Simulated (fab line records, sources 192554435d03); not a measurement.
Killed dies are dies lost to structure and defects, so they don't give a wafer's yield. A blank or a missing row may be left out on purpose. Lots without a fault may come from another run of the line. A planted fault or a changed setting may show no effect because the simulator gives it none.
Chamber matching | flow n5_finfet | N5_FIN_SAQP_ETCH_64 on rie_si-06: 4 sister chambers
The step etches SiO2 in CF4, target depth 1.5 nm. 18 wafers are shown with their chamber, then 9 later ones without.

WAFERS WITH THEIR CHAMBER
wafer  | chamber | drypump_motor_current_A (A) | throttle_valve_pct (%) | oes_product_au (a.u.)
L074.3 | 3       | 5.8                         | 21.86                  | 0.988
L074.5 | 0       | 5.2                         | 21.49                  | 1.017
L074.6 | 1       | 5.9                         | 22.19                  | 1.015
L075.1 | 1       | 5.8                         | 22.19                  | 1.022
L075.2 | 2       | 5.5                         | 21.75                  | 1.027
L075.6 | 1       | 5.8                         | 22.19                  | 1.024
L079.2 | 2       | 5.5                         | 21.74                  | 1.029
L079.3 | 1       | 5.9                         | 22.19                  | 1.021
L079.4 | 0       | 5.2                         | 21.49                  | 1.005
L081.1 | 2       | 5.5                         | 21.77                  | 1.029
L081.4 | 0       | 5.2                         | 21.49                  | 1.018
L081.5 | 3       | 5.8                         | 21.78                  | 0.964
L086.1 | 0       | 5.2                         | 21.48                  | 1.011
L086.5 | 3       | 5.8                         | 21.79                  | 0.977
L086.6 | 0       | 5.2                         | 21.48                  | 1.028
L088.1 | 0       | 5.2                         | 21.50                  | 1.018
L088.5 | 3       | 5.8                         | 21.79                  | 0.966
L088.6 | 0       | 5.2                         | 21.48                  | 1.005

SIGNATURES (means of the wafers above)
reading                 | chamber 0 | chamber 1 | chamber 2 | chamber 3 | scatter within a chamber
drypump_motor_current_A | 5.200     | 5.850     | 5.500     | 5.800     | 0.0267
throttle_valve_pct      | 21.4871   | 22.1900   | 21.7533   | 21.8050   | 0.0187
oes_product_au          | 1.01457   | 1.02050   | 1.02833   | 0.97375   | 0.00766
Rule: a wafer's distance from a chamber is the root of the sum, over the readings, of the square of ((its reading less the chamber's mean) divided by the reading's scatter). The wafer belongs to the nearest chamber; if the next one is less than 2 further off, it can't be placed. The scatter: the root of (the sum of the squares of (reading less its chamber's mean) over the shown wafers, divided by (wafers less chambers)).

WAFERS WITHOUT THEIR CHAMBER
wafer  | drypump_motor_current_A (A) | throttle_valve_pct (%) | oes_product_au (a.u.)
L089.2 | 5.2                         | 21.52                  | 1.014
L089.5 | 5.2                         | 21.48                  | 1.024
L089.6 | 5.8                         | 22.17                  | 1.020
L091.1 | 5.8                         | 22.19                  | 1.021
L091.2 | 5.2                         | 21.48                  | 1.020
L091.3 | 5.8                         | 21.76                  | 0.964
L096.1 | 5.2                         | 21.50                  | 1.001
L096.2 | 5.9                         | 22.19                  | 1.016
L096.4 | 5.5                         | 21.75                  | 1.013

WHICH CHAMBER EACH WENT THROUGH
wafer  | from the rows above | in truth
L089.2 | 0                   | 0
L089.5 | 0                   | 0
L089.6 | 1                   | 1
L091.1 | 1                   | 1
L091.2 | 0                   | 0
L091.3 | 3                   | 3
L096.1 | 0                   | 0
L096.2 | 1                   | 1
L096.4 | 2                   | 2
Placed correctly: 9 of 9. Can't be placed from these rows: 0. Placed wrongly: 0.
